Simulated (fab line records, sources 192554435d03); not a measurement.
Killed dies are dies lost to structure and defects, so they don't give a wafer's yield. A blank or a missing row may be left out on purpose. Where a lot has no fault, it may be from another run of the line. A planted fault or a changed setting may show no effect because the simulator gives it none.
Matching of chambers    flow n5 finfet    N5_DUMMY_GATE_ETCH_37 on rie diel-02 has 4 sister chambers
The step etches SOC in N2/H2, target depth 60 nm, overetch 30 nm. 18 wafers are shown with their chamber, then 9 later ones without.

EACH WAFER AND ITS CHAMBER
wafer   chamber  showerhead plenum p Torr (Torr)  drypump motor current A (A)  rf vpp V (V)
L077.2  3        2.52                             5.7                          522.8
L077.5  0        2.55                             5.8                          522.9
L077.6  1        2.50                             5.1                          524.1
L079.2  1        2.50                             5.0                          523.8
L079.3  3        2.52                             5.8                          523.3
L079.4  2        2.72                             5.8                          529.6
L080.2  1        2.50                             5.1                          522.2
L080.5  2        2.72                             5.8                          529.0
L080.6  0        2.55                             5.8                          524.4
L083.3  0        2.54                             5.8                          522.3
L083.5  0        2.54                             5.8                          524.0
L083.6  1        2.50                             5.1                          522.3
L088.1  0        2.54                             5.7                          524.3
L088.5  2        2.71                             5.9                          528.3
L088.6  3        2.52                             5.8                          522.9
L090.1  0        2.54                             5.7                          522.7
L090.3  2        2.71                             5.8                          527.8
L090.4  3        2.51                             5.7                          521.9

SIGNATURES (averages over the wafers above)
reading                   chamber 0  chamber 1  chamber 2  chamber 3  scatter within a chamber
showerhead plenum p Torr  2.5433     2.5000     2.7150     2.5175     0.00469
drypump motor current A   5.767      5.075      5.825      5.750      0.0523
rf vpp V                  523.433    523.100    528.675    522.725    0.844
Rule: a wafer lies at a distance from a chamber equal to the root of the sum of squares, over the readings, of (its reading less the chamber's mean, divided by the reading's scatter). If the next closest chamber is less than 2 further off than the closest, the wafer can't be placed; otherwise it belongs to the closest. The scatter: take each reading less its chamber's mean, square it, sum over the shown wafers, divide by the number of wafers less the number of chambers, and take the root.

WAFERS WITH NO CHAMBER GIVEN
wafer   showerhead plenum p Torr (Torr)  drypump motor current A (A)  rf vpp V (V)
L092.1  2.71                             5.8                          528.2
L092.4  2.51                             5.7                          523.0
L092.6  2.54                             5.7                          523.0
L093.1  2.51                             5.7                          522.1
L093.2  2.54                             5.8                          523.0
L093.4  2.71                             5.9                          527.6
L094.1  2.54                             5.7                          523.4
L094.5  2.54                             5.7                          525.3
L094.6  2.51                             5.8                          522.8

WHICH CHAMBER EACH WENT THROUGH
wafer   from the rows above  in truth
L092.1  2                    2
L092.4  3                    3
L092.6  0                    0
L093.1  3                    3
L093.2  0                    0
L093.4  2                    2
L094.1  0                    0
L094.5  0                    0
L094.6  3                    3
Correctly placed: 9 of 9. From these rows, 0 cannot be placed. 0 placed wrongly.
